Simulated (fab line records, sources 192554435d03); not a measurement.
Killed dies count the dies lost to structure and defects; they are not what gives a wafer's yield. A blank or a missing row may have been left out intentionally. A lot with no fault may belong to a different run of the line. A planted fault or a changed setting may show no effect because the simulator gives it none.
fab line records    flow n5-finfet    part 2 of 2: steps 21 to 26 of 26
record lots=5  wafers=15  last-day=16
route steps=1938 shown HKMG_FIN@418
lots that met no fault: taken from a fault-free run of the same line
start-h: hours from the record's first day to the start of the lot's first wafer shown    wait-h: hours from the lot's prior step to this one    " as in the row above    L1.1+2: several wafers, shown together as one row    - no value, or no start given    * or withheld: withheld    < > ~ a bound
route shown NAME@n: names a module that has steps shown in the file, with the first one's number in the route    usual: the fault-free wafers' mean and standard deviation    same: alike in all rows    chamber/n: place in a boat    sites: per-site readings    _std_site: the standard deviation of these    _edge_site: inner sites' mean taken away from outer sites' mean    radius-mm: how far each site lies from the wafer's centre    mask NAME#n: copy n    behind: the tool/chamber that last shaped the wafer    hold: why the lot went on hold/how many hours it stayed there/how the hold came to an end    device: which transistor (n, p or np) failed to switch    end of line: the route-end tests of the same wafers    where a step has no rows: the recipe by itself    killed: count of dies lost to structure and defects at first sort (not the wafer's yield)    map: the dies of a wafer, with x for killed, . for not killed, _ for no die there
set.NAME: the setting as run; set.NAME@STEP: as run at that earlier step    model.NAME: the simulator's own value behind a step, which no gauge read
lots at some steps of the route; a table a step, a row a wafer
services: from which hour (start-h, from the record's first day; less than 0 if before it) a tool's chamber was out of use, for how many hours, and why
## steps
# step N5_HKMG_FIN_ETCH_35
# recipe chemistry=N2/H2  target=SOC  target-depth-a=2158  ion-energy-ev=65  bias-w=5  source-w=3000  time-s=243.4  pressure-mtorr=30  n2-flow-sccm=200  h2-flow-sccm=200
# usual chamber-pressure-mTorr=30.000/0.027  drypump-motor-current-A=5.8/0.58  oes-product-au=0.78/0.071  rf-vpp-V=141.7/1.1  showerhead-plenum-p-Torr=2.55/0.088  throttle-valve-pct=17.89/0.28
lot.wafer  tool         chamber  start-h  wait-h  chamber-pressure-mTorr  drypump-motor-current-A  oes-product-au  rf-hours-counter-h  rf-vpp-V  showerhead-plenum-p-Torr  throttle-valve-pct
L074.1     rie-diel-06  1        75.64    0.0     29.974                  5.7                      0.78            104                 143.3     2.67                      18.18
L074.3     "            0        "        "       29.994                  6.9                      0.81            77                  140.9     2.47                      17.48
L074.4     "            2        "        "       30.018                  6.0                      0.75            122                 140.5     2.45                      17.61
L082.2     rie-diel-06  0        124.07   0.0     29.999                  6.9                      0.79            94                  140.7     2.46                      17.51
L082.3     "            2        "        "       30.035                  6.0                      0.74            138                 141.3     2.44                      17.63
L082.5     "            2        "        "       30.019                  5.9                      0.74            -                   139.6     2.44                      17.64
L084.1     rie-diel-02  3        135.28   0.0     29.966                  5.1                      0.67            212                 141.6     2.53                      18.43
L084.2     "            0        "        "       29.990                  5.2                      0.92            15                  141.4     2.50                      17.49
L084.4     "            1        "        "       30.019                  5.5                      0.71            -                   140.1     2.64                      18.13
L088.1     rie-diel-06  2        162.92   0.0     30.010                  5.9                      0.73            151                 142.2     2.44                      17.63
L088.4     "            1        "        "       30.009                  5.7                      0.75            -                   142.9     2.66                      18.23
L088.6     "            3        "        "       29.956                  4.9                      0.81            -                   142.1     2.58                      18.05
L095.2     rie-diel-02  2        206.50   0.0     30.014                  6.5                      0.82            92                  141.5     2.57                      17.97
L095.5     "            3        "        "       29.978                  5.1                      0.66            -                   142.0     2.52                      18.49
L095.6     "            2        "        "       30.012                  6.5                      0.83            -                   140.7     2.57                      17.98
# step N5_HKMG_FIN_STRIP_92
# recipe chemistry=N2/H2  material=SOC  time-s=20  power-w=500  temp-c=40  pressure-mtorr=50  rf-frequency-hz=6e+07  bias-power-w=8  h2-frac=0.5  n2-flow-sccm=300  h2-flow-sccm=300
# usual chamber-pressure-mTorr=50.01/0.045  drypump-motor-current-A=5.8/0.58  oes-product-au=0.78/0.071  power-w=499.9/1.4  rf-vpp-V=54.2/0.86  showerhead-plenum-p-Torr=3.36/0.11  temp-c=39.99/0.11  throttle-valve-pct=19.1/0.4
lot.wafer  tool         chamber  start-h  wait-h  chamber-pressure-mTorr  drypump-motor-current-A  oes-product-au  power-w  rf-hours-counter-h  rf-vpp-V  showerhead-plenum-p-Torr  temp-c  throttle-valve-pct
L074.1     rie-diel-06  1        75.79    0.1     50.02                   5.7                      0.77            497.4    104                 54.4      3.52                      39.98   19.4
L074.3     "            0        "        "       50.06                   6.8                      0.80            501.1    77                  55.6      3.27                      40.01   18.6
L074.4     "            2        "        "       50.06                   5.9                      0.75            500.1    122                 53.1      3.24                      39.96   18.7
L082.2     rie-diel-06  0        124.21   0.1     50.00                   6.8                      0.79            502.3    94                  53.7      3.26                      40.03   18.6
L082.3     "            2        "        "       50.05                   5.9                      0.73            498.8    139                 53.7      3.23                      39.95   18.7
L082.5     "            2        "        "       50.00                   5.9                      0.73            500.1    -                   53.7      3.23                      39.87   18.7
L084.1     rie-diel-02  3        135.43   0.1     49.99                   5.1                      0.67            498.7    212                 54.0      3.34                      40.12   19.9
L084.2     "            0        "        "       50.09                   5.3                      0.92            501.0    15                  54.1      3.30                      39.85   19.2
L084.4     "            1        "        "       49.89                   5.5                      0.71            500.2    -                   53.5      3.48                      39.75   19.4
L088.1     rie-diel-06  2        163.07   0.1     49.99                   6.0                      0.73            499.8    151                 54.1      3.22                      39.96   18.7
L088.4     "            1        "        "       50.01                   5.7                      0.74            501.9    -                   55.6      3.51                      40.02   19.5
L088.6     "            3        "        "       49.98                   5.0                      0.79            497.9    -                   54.1      3.40                      40.04   19.5
L095.2     rie-diel-02  2        206.65   0.1     50.00                   6.5                      0.83            499.6    92                  53.7      3.39                      39.78   19.1
L095.5     "            3        "        "       50.07                   5.1                      0.66            500.6    -                   55.1      3.32                      40.03   20.0
L095.6     "            2        "        "       49.97                   6.5                      0.83            500.3    -                   54.7      3.39                      39.98   19.1
# step N5_HKMG_FIN_WET_ETCH_18
# recipe chemistry=SC1  target=TiN  mix=1:1:5  temp-c=*  time-s=55  target-depth-nm=5.2  dry=ipa-marangoni  rinse-time-s=30  rinse-temp-c=23
# usual bath-guard-temp-C=*  temp-c=*
lot.wafer  tool          chamber  start-h  wait-h  bath-guard-temp-C  temp-c
L074.1     wet-bench-03  6        75.87    0.1     *                  *
L074.3     "             3        "        "       *                  *
L074.4     "             7        "        "       *                  *
L082.2     wet-bench-05  2        124.30   0.1     *                  *
L082.3     "             7        "        "       *                  *
L082.5     "             6        "        "       *                  *
L084.1     wet-bench-03  6        135.52   0.1     *                  *
L084.2     "             5        "        "       *                  *
L084.4     "             7        "        "       *                  *
L088.1     wet-bench-02  7        163.15   0.1     *                  *
L088.4     "             0        "        "       *                  *
L088.6     "             6        "        "       *                  *
L095.2     wet-bench-03  1        206.96   0.3     *                  *
L095.5     "             4        "        "       *                  *
L095.6     "             6        "        "       *                  *
# step N5_HKMG_FIN_STRIP_19
# recipe chemistry=N2/H2  power-w=2500  temp-c=300  h2-frac=0.65  time-s=360  pressure-mtorr=withheld  n2-flow-sccm=1750  h2-flow-sccm=3250
# usual drypump-motor-current-A=5.3/0.52  heater-power-w=448/27  temp-c=300.01/0.18
lot.wafer  tool             chamber  start-h  wait-h  drypump-motor-current-A  heater-power-w  rf-hours-counter-h  temp-c
L074.1     plasma-asher-01  0        75.93    0.0     6.6                      473             40                  300.39
L074.3     "                0        "        "       6.6                      487             -                   300.14
L074.4     "                1        "        "       5.3                      468             -                   300.18
L082.2     plasma-asher-02  1        124.36   0.0     5.2                      419             94                  299.98
L082.3     "                1        "        "       5.2                      420             -                   300.15
L082.5     "                1        "        "       5.2                      409             -                   300.19
L084.1     plasma-asher-02  0        135.63   0.0     4.9                      475             97                  300.43
L084.2     "                1        "        "       5.2                      399             97                  300.13
L084.4     "                0        "        "       4.9                      472             -                   299.99
L088.1     plasma-asher-02  1        163.21   0.0     5.2                      414             104                 300.17
L088.4     "                0        "        "       4.9                      458             -                   299.99
L088.6     "                0        "        "       4.9                      462             -                   299.91
L095.2     plasma-asher-02  0        207.02   0.0     4.9                      462             119                 300.23
L095.5     "                1        "        "       5.2                      415             -                   299.88
L095.6     "                0        "        "       4.9                      456             -                   300.00
# step N5_HKMG_FIN_ALD_91
# recipe material=TiN  target-thk-a=10  temp-c=400  ald-precursor-family=TiCl4  ald-co-reactant=NH3  pulse-time-s=1  purge-time-s=3  co-reactant-purge-time-s=2  co-reactant-pulse-time-s=2  ald-cycles=47  pressure-torr=3
# usual heater-power-w=898/110  precursor-pulse-height-rel=1.002/0.019
# same pulse-time-s=1
lot.wafer  tool          chamber  start-h  wait-h  heater-power-w  precursor-pulse-height-rel
L074.1     ald-metal-04  2        76.32    0.3     999             1.008
L074.3     "             3        "        "       1042            1.062
L074.4     "             1        "        "       1037            1.032
L082.2     ald-metal-04  2        124.74   0.3     1001            0.994
L082.3     "             0        "        "       806             0.966
L082.5     "             1        "        "       1022            1.007
L084.1     ald-metal-02  0        136.01   0.3     871             1.026
L084.2     "             2        "        "       914             0.997
L084.4     "             3        "        "       856             0.993
L088.1     ald-metal-02  1        163.60   0.3     995             1.005
L088.4     "             0        "        "       893             1.015
L088.6     "             3        "        "       860             1.001
L095.2     ald-metal-03  2        207.41   0.3     877             0.968
L095.5     "             0        "        "       774             1.039
L095.6     "             3        "        "       663             0.979
# step N5_HKMG_FIN_COAT_85
# recipe resist=SOC  temp-c=250  time-s=60  spin-rpm=1500  resist-thk-nm=300
# usual dispense-pressure-kPa=48/4.6  heater-power-total-W=500.5/1.8
lot.wafer  tool            chamber  start-h  wait-h  dispense-pressure-kPa  heater-power-total-W
L074.1     litho-track-04  0        76.59    0.2     44                     497.6
L074.3     "               0        "        "       44                     497.4
L074.4     "               0        "        "       44                     498.3
L082.2     litho-track-05  0        125.02   0.2     57                     499.2
L082.3     "               0        "        "       56                     500.1
L082.5     "               0        "        "       56                     499.9
L084.1     litho-track-03  0        136.29   0.2     49                     502.2
L084.2     "               0        "        "       49                     500.5
L084.4     "               0        "        "       49                     500.5
L088.1     litho-track-05  0        163.87   0.2     56                     501.3
L088.4     "               0        "        "       57                     500.5
L088.6     "               0        "        "       56                     502.8
L095.2     litho-track-04  0        207.69   0.2     44                     499.2
L095.5     "               0        "        "       44                     500.6
L095.6     "               0        "        "       44                     498.6
## services
tool             chamber  start-h  hours  kind
arfi-scanner-03  -        54.33    9.9    repair
plasma-asher-02  -        55.61    2.2    repair
arfi-scanner-01  -        61.69    1.3    pm
wet-bench-02     -        65.84    1.8    repair
arfi-scanner-02  -        73.00    1.0    pm
arfi-scanner-01  -        85.35    1.0    pm
arfi-scanner-02  -        85.60    1.1    repair
arfi-scanner-02  -        92.66    2.4    repair
arfi-scanner-03  -        95.50    4.9    pm
ald-metal-04     -        106.56   0.5    repair
plasma-asher-02  -        108.90   1.4    repair
arfi-scanner-02  -        110.88   1.3    pm
arfi-scanner-03  -        112.38   1.0    pm
arfi-scanner-02  -        129.44   0.7    repair
arfi-scanner-03  -        137.42   1.3    pm
arfi-scanner-03  -        143.48   0.2    repair
plasma-asher-01  -        153.76   14.6   pm
rie-diel-06      2        154.30   2.7    repair
arfi-scanner-02  -        158.47   1.0    pm
plasma-asher-01  -        168.36   28.1   pm
arfi-scanner-03  -        172.14   1.0    pm
rie-diel-02      -        187.98   14.6   pm
ald-metal-03     1        197.08   2.4    repair
ald-metal-02     -        201.78   6.0    pm
